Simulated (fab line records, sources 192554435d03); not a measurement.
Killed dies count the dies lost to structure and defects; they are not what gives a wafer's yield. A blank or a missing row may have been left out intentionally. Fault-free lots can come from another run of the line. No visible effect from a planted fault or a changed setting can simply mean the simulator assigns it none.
Which tool is to blame? :: flow n5Finfet :: 9 lots with 27 wafers sampled at 4 steps, on a route of 1938 steps

== WHAT EACH GAUGE READ, for each wafer ==
N5_WELL_APT_INSPECT_38: inspects for defects (darkfield).
lot: L723
measured: day 1 23:32
on: defectInspect-01
rawDefectCount: 11 14 4

lot: L725
measured: day 2 11:06
on: defectInspect-01
rawDefectCount: 9 5 12

lot: L729
measured: day 3 11:34
on: defectInspect-02
rawDefectCount: 448 516 442

lot: L730
measured: day 3 16:38
on: defectInspect-02
rawDefectCount: 14 13 20

lot: L731
measured: day 3 23:22
on: defectInspect-02
rawDefectCount: 463 460 492

lot: L732
measured: day 4 05:29
on: defectInspect-01
rawDefectCount: 513 466 462

lot: L741
measured: day 6 10:35
on: defectInspect-01
rawDefectCount: 20 14 12

lot: L742
measured: day 6 16:35
on: defectInspect-02
rawDefectCount: 12 11 10

lot: L744
measured: day 7 05:15
on: defectInspect-02
rawDefectCount: 15 15 16

== TOOL THAT RAN EACH LOT (tool first, then ch and the chambers of the sampled wafers, then the start) ==
lot: L723
N5_ZERO_LAYER_ETCH_18: rieSi-01 ch 0,1,2, day 1 18:55
N5_WELL_APT_DESCUM_13: rieDiel-01 ch 1,2, day 1 20:07
N5_WELL_APT_STRIP_33: wetBench-06 ch 2,6,7, day 1 21:53

lot: L725
N5_ZERO_LAYER_ETCH_18: rieSi-01 ch 1,2,3, day 2 07:04
N5_WELL_APT_DESCUM_13: rieDiel-04 ch 0,3, day 2 07:55
N5_WELL_APT_STRIP_33: wetBench-05 ch 1,3,5, day 2 09:57

lot: L729
N5_ZERO_LAYER_ETCH_18: rieSi-01 ch 0,1,3, day 3 06:55
N5_WELL_APT_DESCUM_13: rieDiel-04 ch 0,1,3, day 3 07:57
N5_WELL_APT_STRIP_33: wetBench-05 ch 5,6,7, day 3 09:59

lot: L730
N5_ZERO_LAYER_ETCH_18: rieSi-01 ch 0,3, day 3 12:52
N5_WELL_APT_DESCUM_13: rieDiel-01 ch 1,2, day 3 13:43
N5_WELL_APT_STRIP_33: wetBench-06 ch 3,4,6, day 3 15:29

lot: L731
N5_ZERO_LAYER_ETCH_18: rieSi-05 ch 0,1,3, day 3 18:55
N5_WELL_APT_DESCUM_13: rieDiel-01 ch 0,1,2, day 3 19:46
N5_WELL_APT_STRIP_33: wetBench-05 ch 2,4,6, day 3 21:24

lot: L732
N5_ZERO_LAYER_ETCH_18: rieSi-02 ch 0,1, day 4 00:47
N5_WELL_APT_DESCUM_13: rieDiel-04 ch 0,3, day 4 02:20
N5_WELL_APT_STRIP_33: wetBench-05 ch 1,2,7, day 4 04:04

lot: L741
N5_ZERO_LAYER_ETCH_18: rieSi-01 ch 0,1,3, day 6 06:55
N5_WELL_APT_DESCUM_13: rieDiel-01 ch 0,1,3, day 6 07:46
N5_WELL_APT_STRIP_33: wetBench-06 ch 0,3,5, day 6 09:24

lot: L742
N5_ZERO_LAYER_ETCH_18: rieSi-02 ch 1,2, day 6 12:47
N5_WELL_APT_DESCUM_13: rieDiel-06 ch 2,3, day 6 13:39
N5_WELL_APT_STRIP_33: wetBench-06 ch 0,6,7, day 6 15:24

lot: L744
N5_ZERO_LAYER_ETCH_18: rieSi-01 ch 0,1,3, day 7 00:47
N5_WELL_APT_DESCUM_13: rieDiel-04 ch 0,2, day 7 01:46
N5_WELL_APT_STRIP_33: wetBench-05 ch 1,3,4, day 7 03:36
- N5_ZERO_LAYER_ETCH_18: etches Si in HBr/Cl2, target depth 120 nm, time 40 s.
- N5_WELL_APT_DESCUM_13: chemistry O2, time 7.9 s.
- N5_WELL_APT_STRIP_33: strips in SPM, time 900 s.

== THE ANSWER, worked out from the rows above alone ==
Rule: usual is defined by the lots themselves. Put in order of their means at a reading, lots are off if they are a third of the lots or fewer, leave a main group of 4 or more, and stand apart from it by a gap of 3 or more times the standard deviation of the main group's means; of several such gaps the widest counts. A main group is skipped when, at the precision printed for the reading in the tables above, its means are all equal. A lot without any number at a reading at which 4 lots or more have one is off too. Any other lot the step has rows for is counted as sound.
Off: L729, L731, L732 (N5_WELL_APT_INSPECT_38, rawDefectCount). For the main group the mean is 13 and the standard deviation 2.9.
A tool fits if, at a process step before that reading, it ran every lot that is off, and no sound lot after the first of them. Those tools and the gauges at N5_WELL_APT_INSPECT_38 are tried in the same way. No candidate that was tried fits.

== WHAT WAS PUT IN BY THE SIMULATOR ==
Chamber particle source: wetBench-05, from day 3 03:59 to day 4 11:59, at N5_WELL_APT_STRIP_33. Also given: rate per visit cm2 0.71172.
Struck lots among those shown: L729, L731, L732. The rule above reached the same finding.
